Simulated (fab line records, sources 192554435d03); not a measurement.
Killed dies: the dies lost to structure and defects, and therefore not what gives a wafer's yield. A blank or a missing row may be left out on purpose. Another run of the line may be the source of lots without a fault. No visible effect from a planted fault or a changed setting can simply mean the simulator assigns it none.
Comparing a struck lot with a sound one | flow n5Finfet | 14 out of 1938 route steps
Sound: these wafers, L450.2, L450.3, L450.4. Struck: wafers L456.1, L456.2, L456.3. The cause comes at the end.
For every step that has rows: the tool of each side, followed by ch and its chambers, followed by its first start. Under that, the readings that differ: sound wafers | struck wafers | difference of the means | sigmas: that difference in standard deviations of wafers without a fault.
alike: readings whose means differ by less than 2 such deviations, and words and numbers that are the same on both sides. not compared: withheld readings, readings that some wafer has no value for, bounds like >300 that may hide the same value, and numbers for which the record gives no deviation and whose values overlap.
Wherever a step has rows on one side only, a row that says differs or no value, or a row with sigmas, the two part there. When numbers do not overlap yet have no deviation, they are printed without sigmas and do not part them. A reading that every wafer of one side lacks parts them only if that side has two wafers or more.

first, 7 steps without rows for these wafers: N5_BEOL_M9_COAT_60 (time 60 s, resist thk 30 nm); N5_BEOL_M9_COAT_05 (resist thk 90 nm); N5_BEOL_M9_EBR_07; N5_BEOL_M9_SOFTBAKE_06 (time 60 s); N5_BEOL_M9_EXPOSE_08 (exposes mask M9); N5_BEOL_M9_PEB_09 (peb time 60 s); N5_BEOL_M9_DEVELOP_10 (develop time 30 s).
N5_BEOL_M9_CD_MEAS_11: target cd 64.1 nm.
  sound on cdSem-01 ch 0, day 11 08:19; struck on cdSem-01 ch 0, day 14 05:10
  alike: cdNm
N5_BEOL_M9_OVL_MEAS_12:
  sound on overlay-01 ch 0, day 11 08:21; struck on overlay-01 ch 0, day 14 05:11
reading     | sound       | struck        | difference | sigmas
M9_OVL (nm) | 1.3 0.4 0.8 | -1.5 0.0 -1.5 | -1.8       | -3
N5_BEOL_M9_INSPECT_13: inspects for defects (brightfield).
  sound on defectInspect-01 at day 11 08:22; struck on defectInspect-02 at day 14 05:13
  alike: rawDefectCount
N5_BEOL_M9_DESCUM_16: chemistry O2, time 7.9 s.
  sound on rieDiel-02 ch 1,2, day 11 08:33; struck on rieDiel-06 ch 0,1,3, day 14 05:15
  alike: chamberPressureMTorr, drypumpMotorCurrentA, oesProductAu, rfVppV, showerheadPlenumPTorr, tempC, throttleValvePct
  not compared: rfHoursCounterH
N5_BEOL_M9_ETCH_61: etches SiARC in CF4, target depth 39 nm, time 65 s.
  sound on rieDiel-02 ch 1,2, day 11 08:35; struck on rieDiel-06 ch 0,1,3, day 14 05:17
reading              | sound             | struck            | difference | sigmas
throttleValvePct (%) | 15.34 15.41 15.41 | 15.89 15.65 16.20 | +0.53      | +2
  alike: chamberPressureMTorr, drypumpMotorCurrentA, etchRfOnTimeS, oesProductAu, rfVppV, showerheadPlenumPTorr
  not compared: rfHoursCounterH
N5_BEOL_M9_ETCH_62: etches SOC in N2/H2, target depth 110 nm, overetch 22 nm, time 165 s.
  sound on rieDiel-02 ch 1,2, day 11 08:38; struck on rieDiel-06 ch 0,1,3, day 14 05:20
reading                                   | sound          | struck   | difference | sigmas
model.SiARC_of_BEOL_M9_COAT_60.thkNm (nm) | 23.4 23.2 23.4 | 24 24 24 | +1         | 
  alike: chamberPressureMTorr, drypumpMotorCurrentA, oesProductAu, rfVppV, showerheadPlenumPTorr, tempC, throttleValvePct
  not compared: rfHoursCounterH
then, 1 step without rows for these wafers: N5_BEOL_M9_STRIP_68 (strips in N2/H2).

== WHERE THEY PART ==
Earliest at N5_BEOL_M9_OVL_MEAS_12; latest, in this record, at N5_BEOL_M9_ETCH_61. Later steps at which nothing parts them and some readings are alike: N5_BEOL_M9_ETCH_62.

WHY: the cause the simulator had injected
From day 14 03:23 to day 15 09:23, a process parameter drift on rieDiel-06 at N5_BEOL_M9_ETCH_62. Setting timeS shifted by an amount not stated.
